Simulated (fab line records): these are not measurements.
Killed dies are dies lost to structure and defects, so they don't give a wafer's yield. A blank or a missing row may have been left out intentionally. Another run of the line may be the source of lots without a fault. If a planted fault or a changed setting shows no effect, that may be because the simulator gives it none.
Struck lot and sound lot, side by side    flow n5Finfet    44 out of 1938 route steps
Sound: the wafers L538.2, L538.4, L538.5. Struck: wafer L545.4; the same lot's L545.3 was not struck, so it is left out; see the end for the cause.
Each step with rows lists, per side, the tool, then ch with its chambers, then its first start. Under that, the readings that differ: sound wafers    struck wafers    difference of the means    sigmas: that difference in standard deviations of wafers without a fault.
alike: readings with means less than 2 such deviations apart, plus words and numbers identical on both sides. not compared: withheld readings, readings lacking a value on some wafer, bounds such as >300 that could conceal the same value, and numbers that have no deviation in the record and whose values overlap.
Wherever a step has rows on one side only, a row that says differs or no value, or a row with sigmas, the two part there. Numbers that have no deviation but don't overlap get no sigmas and don't part them. A reading that every wafer of one side lacks parts them only if that side has two wafers or more.

first, 4 steps without rows for these wafers: N5_PMOS_HMC_CHANNEL_EPI_PRECLEAN_37 (cleans in O3/DIW, time 45 s); N5_PMOS_HMC_CHANNEL_EPI_PRECLEAN_24 (cleans in DHF, time 30 s); N5_PMOS_HMC_CHANNEL_EPI_SRD_25 (time 30 s); N5_PMOS_HMC_CHANNEL_EPI_EPI_26 (deposits Si from SiH4/H2, target thk 3.8 nm, time 22.7 s).
N5_PMOS_HMC_CHANNEL_EPI_INSPECT_30: inspects for defects (darkfield).
  struck on defectInspect-01, day 6 03:14; sound on defectInspect-02, day 4 08:54
  alike: rawDefectCount
then, 4 steps without rows for these wafers: N5_FIN_SAQP_PRECLEAN_42 (cleans in O3/DIW, time 60 s); N5_FIN_SAQP_PRECLEAN_00 (cleans in SC1, time 60 s); N5_FIN_SAQP_PRECLEAN_44 (cleans in SC2, time 45 s); N5_FIN_SAQP_SRD_01 (time 30 s).
N5_FIN_SAQP_ALD_61: deposits SiO2, target thk 4 nm, pulse time 1 s, purge time 2 s.
  sound on aldSin-02 ch 0,1,3, day 4 10:00; struck on aldSin-02 ch 0, day 6 03:22
reading                  sound              struck  difference  sigmas
precursorPulseHeightRel  1.035 1.031 0.999  0.951   -0.071      -4
  alike: heaterPowerW
N5_FIN_SAQP_DENSIFY_62: time 60 s.
  sound on rtpAnneal-02 ch 0, day 4 10:15; struck on rtpAnneal-02 ch 0, day 6 03:37
reading           sound           struck  difference  sigmas
lampPowerPct (%)  9.81 9.81 9.80  9.98    +0.17       +3
  alike: wafer_temp_C_max
N5_FIN_SAQP_HM_DEP_03: deposits SiNx from SiH4/NH3/N2, target thk 38 nm, time 33.6 s.
  sound on pecvd-01 ch 2, day 4 10:27; struck on pecvd-01 ch 0, day 6 03:47
reading                                      sound              struck  difference  sigmas
model.SiNx_of_FIN_SAQP_HM_DEP_03.thkNm (nm)  37.79 38.27 37.85  25.67   -12.30      
  alike: heaterPowerW, showerheadPlenumPTorr, throttleValvePct
N5_FIN_SAQP_THK_MEAS_05:
  struck on filmMetro-02, day 6 03:52; sound on filmMetro-02, day 4 10:34
reading     sound           struck  difference  sigmas
thkNm (nm)  37.8 38.3 37.9  25.7    -12.3       -27
then, 1 step without rows for these wafers: N5_FIN_SAQP_PECVD_47 (deposits a-Si from SiH4/He, target thk 45 nm, time 36.3 s).
N5_FIN_SAQP_PECVD_48: deposits SiNx from SiH4/NH3/N2, target thk 25 nm, time 22.1 s.
  sound on pecvd-04 ch 0,1,2, day 4 10:39; struck on pecvd-04 ch 1, day 6 03:56
  alike: heaterPowerW, showerheadPlenumPTorr, throttleValvePct
then, 1 step without rows for these wafers: N5_FIN_SAQP_PECVD_06 (deposits a-Si from SiH4/He, target thk 60 nm, time 48.1 s).
N5_FIN_SAQP_THK_MEAS_07:
  struck on filmMetro-01, day 6 04:04; sound on filmMetro-01, day 4 10:46
  alike: thkNm
N5_FIN_SAQP_HM_DEP_72: deposits SiO2 from SiH4/N2O, target thk 12 nm, time 7.2 s.
  sound on pecvd-02 ch 0,1, day 4 10:49; struck on pecvd-02 ch 0, day 6 04:07
  alike: heaterPowerW, showerheadPlenumPTorr
then, 8 steps without rows for these wafers: N5_FIN_SAQP_COAT_49 (time 60 s, resist thk 100 nm); N5_FIN_SAQP_COAT_50 (time 60 s, resist thk 35 nm); N5_FIN_SAQP_COAT_10 (resist thk 90 nm); N5_FIN_SAQP_EBR_12; N5_FIN_SAQP_SOFTBAKE_11 (time 60 s); N5_FIN_SAQP_EXPOSE_13 (exposes mask FIN CORE, target cd 35.6 nm); N5_FIN_SAQP_PEB_14 (peb time 60 s); N5_FIN_SAQP_DEVELOP_15 (develop time 30 s).
N5_FIN_SAQP_CD_MEAS_16: the cd target is 35.6 nm.
  sound on cdSem-03 ch 0, day 4 11:16; struck on cdSem-02 ch 0, day 6 04:26
  alike: cdNm
N5_FIN_SAQP_OVL_MEAS_17:
  sound on overlay-02 ch 0, day 4 11:18; struck on overlay-01 ch 0, day 6 04:28
  alike: FIN_CORE_OVL
N5_FIN_SAQP_INSPECT_18: inspects for defects (brightfield).
  struck on defectInspect-02, day 6 04:29; sound on defectInspect-02, day 4 11:19
reading         sound        struck  difference  sigmas
rawDefectCount  414 490 715  239     -301        -3
then, 7 steps without rows for these wafers: N5_FIN_SAQP_DESCUM_21 (chemistry O2, time 7.9 s); N5_FIN_SAQP_ETCH_51 (etches SiARC in CF4, target depth 45.5 nm, time 75.8 s); N5_FIN_SAQP_ETCH_52 (etches SOC in N2/H2, target depth 100 nm, overetch 20 nm, time 150 s); N5_FIN_SAQP_STRIP_53 (strips in N2/H2); N5_FIN_SAQP_HM_OPEN_73 (chemistry CHF3/O2, target SiO2, stops on a-Si, target depth 12 nm, time 16.8 s); N5_FIN_SAQP_STRIP_74 (strips in CHF3/O2); N5_FIN_SAQP_MANDREL_ETCH_22 (etches a-Si in HBr/Cl2, stops on SiNx, target depth 60 nm, bt time 10 s, time 30 s).
N5_FIN_SAQP_STRIP_55: strips in N2/H2.
  sound on rieDiel-04 ch 0,2,3, day 4 11:44; struck on rieDiel-04 ch 2, day 6 04:55
reading     sound              struck  difference  sigmas
rfVppV (V)  118.4 119.9 121.3  123.1   +3.2        +2
  alike: drypumpMotorCurrentA, h2FlowSccm, oesProductAu, showerheadPlenumPTorr, throttleValvePct
  not compared: rfHoursCounterH
then, 4 steps without rows for these wafers: N5_FIN_SAQP_STRIP_23 (strips in SPM, time 750 s); N5_FIN_SAQP_SRD_66 (time 30 s); N5_FIN_SAQP_RECESS_75 (chemistry HF/NH3, target SiO2, target depth 14.4 nm, afs cycles 3, sublimation time 60 s); N5_FIN_SAQP_SPACER1_ALD_24 (deposits SiO2, target thk 20.3 nm, pulse time 1 s, purge time 2 s).
N5_FIN_SAQP_HM_OPEN_33: chemistry CH3F/O2, target SiNx, target depth 49.4 nm, time 70.6 s.
  sound on rieDiel-06 ch 0,1,2, day 4 15:25; struck on rieDiel-01 ch 2, day 6 08:37
reading                  sound              struck  difference  sigmas
etchRfOnTimeS (s)        69.1 69.9 69.4     46.5    -23.0       -18
model.etch.depthNm (nm)  37.16 37.63 37.22  25.04   -12.30      
  alike: drypumpMotorCurrentA, oes_f_703_au, oesProductAu, rfVppV, showerheadPlenumPTorr, throttleValvePct
  not compared: rfHoursCounterH
N5_STI_FIN_REVEAL_RECESS_09: chemistry HF/NH3, target SiO2, afs cycles 11, target depth 42.5 nm, sublimation time 60 s.
  sound on vaporEtch-01 ch 0,1, day 4 23:46; struck on vaporEtch-02 ch 1, day 6 17:11
reading                                      sound           struck  difference  sigmas
model.SiNx_of_FIN_SAQP_HM_DEP_03.thkNm (nm)  18.2 18.6 18.2  6       -12         
  alike: drypumpMotorCurrentA
-- record jumps: 5 days separate the struck wafers' starts on either side; left off in module STI_FIN_REVEAL, taken up again in module BEOL_M4, whose first shown step is the route's number 1111 --
N5_BEOL_M4_RC_MEAS_101:
  sound on prober-02 ch 0, day 10 14:51; struck on prober-01 ch 0, day 12 04:59
reading         sound              struck  difference  sigmas
DIBL_N (mV/V)   33.8 33.3 32.6     40.3    +7.1        +5
DIBL_P (mV/V)   35.9 35.1 33.9     40.6    +5.6        +3
IOFF_N (nA/um)  0.128 0.130 0.117  0.234   +0.109      +5
IOFF_P (nA/um)  0.204 0.204 0.194  0.287   +0.086      +3
SS_N (mV/dec)   71.2 71.6 70.7     72.4    +1.2        +2
SS_P (mV/dec)   72.7 72.4 72.2     74.1    +1.7        +3
VT_N (mV)       252.9 253.2 255.6  244.6   -9.3        -4
  alike: ION_N, ION_P, VT_P

## WHERE THEY PART
Last at N5_BEOL_M4_RC_MEAS_101 as far as this record goes, first at N5_FIN_SAQP_ALD_61.

WHY: whatever the simulator had introduced
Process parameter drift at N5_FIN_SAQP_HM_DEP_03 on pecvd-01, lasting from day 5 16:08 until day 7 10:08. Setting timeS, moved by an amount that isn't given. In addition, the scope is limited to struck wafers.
